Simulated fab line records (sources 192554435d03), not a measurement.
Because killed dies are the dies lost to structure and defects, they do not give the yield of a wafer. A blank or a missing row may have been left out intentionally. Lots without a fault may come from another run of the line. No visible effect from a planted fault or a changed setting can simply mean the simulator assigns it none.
Struck lot and sound lot, side by side -- flow n5Finfet -- 37 steps out of a route of 1938
Sound: these wafers, L794.4, L794.5, L794.6. Struck: wafer L789.1; the same lot's L789.4 was not struck, so it is left out; see the end for the cause.
Each step with rows lists, per side, the tool, then ch with its chambers, then its first start. Under that, the readings that differ: sound wafers -- struck wafers -- difference of the means -- sigmas: that difference in standard deviations of wafers without a fault.
alike: a reading whose means differ by less than 2 such deviations, as well as words and numbers matching on both sides. not compared: withheld readings; readings where some wafer has no value; bounds like >300 that might hide an equal value; numbers whose values overlap and for which the record gives no deviation.
Wherever a step has rows on one side only, a row that says differs or no value, or a row with sigmas, the two part there. Non-overlapping numbers with no deviation appear without sigmas and do not part them. Lack of a reading on every wafer of one side parts them only where that side has two or more wafers.

first, 9 steps without rows for these wafers: N5_BEOL_M11_ALD_74 (deposits TaN, target thk 2 nm, pulse time 2 s, purge time 3 s); N5_BEOL_M11_SURFACE_TREAT_76; N5_BEOL_M11_CVD_75 (deposits Co from CCTBA/H2, target thk 2 nm, time 138.9 s); N5_BEOL_M11_SPUTTER_48 (material Cu, target thk 12 nm, time 2 s); N5_BEOL_M11_ECD_50 (material Cu, target thk 318 nm); N5_BEOL_M11_ANNEAL_51 (time 90 s); N5_BEOL_M11_CMP_52 (polishes, stops on SiCOH lowk, t overpolish 7 s, target thk 140 nm); N5_BEOL_M11_PRE_CLEAN_55 (time 15 s); N5_BEOL_M11_DEP_56 (deposits SiCN from 3MS/NH3, target thk 30 nm, time 10.5 s).
N5_BEOL_M12_ILD_DEP_00: deposits SiOC from DEMS/O2, target thk 658.92 nm, time 130.7 s.
  sound on pecvd-02 ch 0,1,2, day 15 15:57; struck on pecvd-03 ch 1, day 14 19:19
reading,sound,struck,difference,sigmas
runLengthS (s),175.6 176.0 174.5,195.4,+20.0,+31
model.SiOC_of_BEOL_M12_ILD_DEP_00.thkNm (nm),673.2 666.6 667.6,736,+67,
  alike: heaterPowerW, rfFwdPowerW, showerheadPlenumPTorr, throttleValvePct
N5_BEOL_M12_THK_MEAS_01:
  struck on filmMetro-01, day 14 19:26; sound on filmMetro-02, day 15 16:02
reading,sound,struck,difference,sigmas
M12_ILD_THK (nm),673 667 668,736,+67,+7
then, 10 steps without rows for these wafers: N5_BEOL_M12_COAT_58 (time 60 s, resist thk 89 nm); N5_BEOL_M12_COAT_04 (resist thk 400 nm); N5_BEOL_M12_EBR_06; N5_BEOL_M12_SOFTBAKE_05 (time 60 s); N5_BEOL_M12_EXPOSE_07 (exposes mask V11); N5_BEOL_M12_PEB_08 (peb time 90 s); N5_BEOL_M12_DEVELOP_09 (develop time 45 s); N5_BEOL_M12_HARDBAKE_14 (time 120 s); N5_BEOL_M12_DESCUM_15 (chemistry O2, time 7.9 s); N5_BEOL_M12_ETCH_59 (etches BARC in N2/H2, target depth 89 nm, overetch 26.7 nm, time 67.9 s).
N5_BEOL_M12_VIA_ETCH_16: etches SiOC in C4F8/O2/Ar, target depth 724.8 nm.
  sound on rieDiel-01 ch 0,3, day 15 16:31; struck on rieDiel-01 ch 3, day 14 20:08
reading,sound,struck,difference,sigmas
model.etch.depthNm (nm),673.1 666.6 667.6,735.9,+66.8,
model.coat_of_BEOL_M12_COAT_04.thkNm (nm),120 121 121,103.8,-16.9,
  alike: drypumpMotorCurrentA, oesProductAu, rfFwdPowerW, rfVppV, showerheadPlenumPTorr, throttleValvePct
N5_BEOL_M12_STRIP_63: strips in N2/H2.
  sound on plasmaAsher-02 ch 0,1, day 15 16:44; struck on plasmaAsher-01 ch 1, day 14 20:20
reading,sound,struck,difference,sigmas
rfHoursCounterH (h),- - -,87,no value on the sound wafers,
stripTimeToEndpointS (s),41.7 41.9 41.9,37.2,-4.6,-5
  alike: drypumpMotorCurrentA, heaterPowerW, oesProductAu
then, 12 steps without rows for these wafers: N5_BEOL_M12_STRIP_64 (strips in N2/H2); N5_BEOL_M12_STRIP_71 (strips in post etch residue remover, time 60 s); N5_BEOL_M12_SRD_72 (time 30 s, dry time 30 s); N5_BEOL_M12_COAT_65 (time 60 s, resist thk 300 nm); N5_BEOL_M12_COAT_66 (time 60 s, resist thk 110 nm); N5_BEOL_M12_COAT_22 (resist thk 300 nm); N5_BEOL_M12_EBR_24; N5_BEOL_M12_SOFTBAKE_23 (time 60 s); N5_BEOL_M12_EXPOSE_25 (exposes mask M12); N5_BEOL_M12_PEB_26 (peb time 90 s); N5_BEOL_M12_DEVELOP_27 (develop time 45 s); N5_BEOL_M12_HARDBAKE_32 (time 120 s).
N5_BEOL_M12_CMP_49: polishes, stops on SiOC, t overpolish 20.6 s, target thk 320 nm.
  sound on cmp-04 ch 0,3, day 15 20:16; struck on cmp-03 ch 3, day 15 00:40
reading,sound,struck,difference,sigmas
model.SiOC_of_BEOL_M12_ILD_DEP_00.thkNm (nm),614.6 607.2 609.6,677.4,+66.9,
  alike: clearingPlatenDownForcePsi, motorCurrentA
after that, 1 step had no rows for these wafers: N5_PASSIVATION_PROBE_49.

## WHERE THEY PART
At N5_BEOL_M12_ILD_DEP_00 first; at N5_BEOL_M12_STRIP_63 last (within this record only). Later steps at which nothing parts them and some readings are alike: N5_BEOL_M12_CMP_49.

WHY: whatever the simulator had introduced
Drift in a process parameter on pecvd-03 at N5_BEOL_M12_ILD_DEP_00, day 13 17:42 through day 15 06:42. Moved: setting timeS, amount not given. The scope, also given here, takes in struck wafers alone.
